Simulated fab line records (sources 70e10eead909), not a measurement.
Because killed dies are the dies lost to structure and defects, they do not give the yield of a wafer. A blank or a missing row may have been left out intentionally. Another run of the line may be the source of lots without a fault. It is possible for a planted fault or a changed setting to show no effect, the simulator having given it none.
Chamber matching | flow nand-harc | rie-diel-03 running NHARC_A_CONTACT_ETCH_92: 4 sister chambers
The step etches the open film in CH3F/O2, target depth 40 nm, time 85.7 s. 22 wafers are shown with their chamber, then 11 later ones without.

WAFERS PAIRED WITH THEIR CHAMBERS
wafer  | chamber | showerhead-plenum-p-Torr (Torr) | rf-vpp-V (V) | chamber-pressure-mTorr (mTorr)
L075.1 | 2       | 2.32                            | 242.3        | 25.007
L075.2 | 0       | 2.37                            | 244.0        | 24.965
L075.6 | 2       | 2.32                            | 243.2        | 25.007
L074.1 | 0       | 2.37                            | 244.2        | 24.975
L074.2 | 2       | 2.32                            | 241.9        | 25.010
L074.6 | 2       | 2.32                            | 242.7        | 24.974
L076.1 | 0       | 2.37                            | 241.4        | 25.003
L076.4 | 1       | 2.50                            | 244.3        | 25.000
L076.5 | 0       | 2.37                            | 242.3        | 24.944
L080.1 | 0       | 2.37                            | 242.8        | 24.992
L080.4 | 2       | 2.32                            | 242.5        | 25.021
L080.6 | 3       | 2.29                            | 241.7        | 25.011
L082.1 | 2       | 2.32                            | 242.4        | 24.987
L082.3 | 3       | 2.29                            | 241.2        | 25.005
L082.5 | 0       | 2.37                            | 242.9        | 24.974
L081.1 | 1       | 2.50                            | 245.6        | 25.016
L081.2 | 2       | 2.32                            | 242.3        | 24.961
L081.5 | 2       | 2.32                            | 243.5        | 25.014
L089.4 | 2       | 2.32                            | 241.5        | 24.954
L089.5 | 1       | 2.49                            | 244.6        | 25.029
L089.6 | 2       | 2.32                            | 242.1        | 24.972
L088.2 | 2       | 2.32                            | 242.6        | 24.975

SIGNATURES, as means of the wafers listed above
reading                  | chamber 0 | chamber 1 | chamber 2 | chamber 3 | scatter within a chamber
showerhead-plenum-p-Torr | 2.3700    | 2.4967    | 2.3200    | 2.2900    | 0.00192
rf-vpp-V                 | 242.933   | 244.833   | 242.455   | 241.450   | 0.734
chamber-pressure-mTorr   | 24.97550  | 25.01500  | 24.98927  | 25.00800  | 0.0211
Rule: for a wafer and a chamber, the distance is found by dividing, reading by reading, the gap between the wafer's reading and the chamber's mean by the reading's scatter, squaring, summing and taking the root. If the next closest chamber is less than 2 further off than the closest, the wafer can't be placed; otherwise it belongs to the closest. The scatter: the root of (the sum of the squares of (reading less its chamber's mean) over the shown wafers, divided by (wafers less chambers)).

WAFERS WHOSE CHAMBER IS MISSING
wafer  | showerhead-plenum-p-Torr (Torr) | rf-vpp-V (V) | chamber-pressure-mTorr (mTorr)
L088.4 | 2.28                            | 242.2        | 24.984
L088.6 | 2.32                            | 243.1        | 24.976
L093.1 | 2.28                            | 242.3        | 24.971
L093.2 | 2.49                            | 243.5        | 24.984
L093.3 | 2.31                            | 243.0        | 24.965
L092.1 | 2.36                            | 242.7        | 24.999
L092.3 | 2.49                            | 244.1        | 24.986
L092.5 | 2.31                            | 242.3        | 24.971
L095.3 | 2.49                            | 245.3        | 25.013
L095.5 | 2.36                            | 241.6        | 25.032
L095.6 | 2.49                            | 243.6        | 24.976

WHICH CHAMBER EACH WENT THROUGH
wafer  | from the rows above | in truth
L088.4 | 3                   | 3
L088.6 | 2                   | 2
L093.1 | 3                   | 3
L093.2 | 1                   | 1
L093.3 | 2                   | 2
L092.1 | 0                   | 0
L092.3 | 1                   | 1
L092.5 | 2                   | 2
L095.3 | 1                   | 1
L095.5 | 0                   | 0
L095.6 | 1                   | 1
11 of 11 placed correctly. Left unplaced by these rows: 0. Wrongly placed: 0.
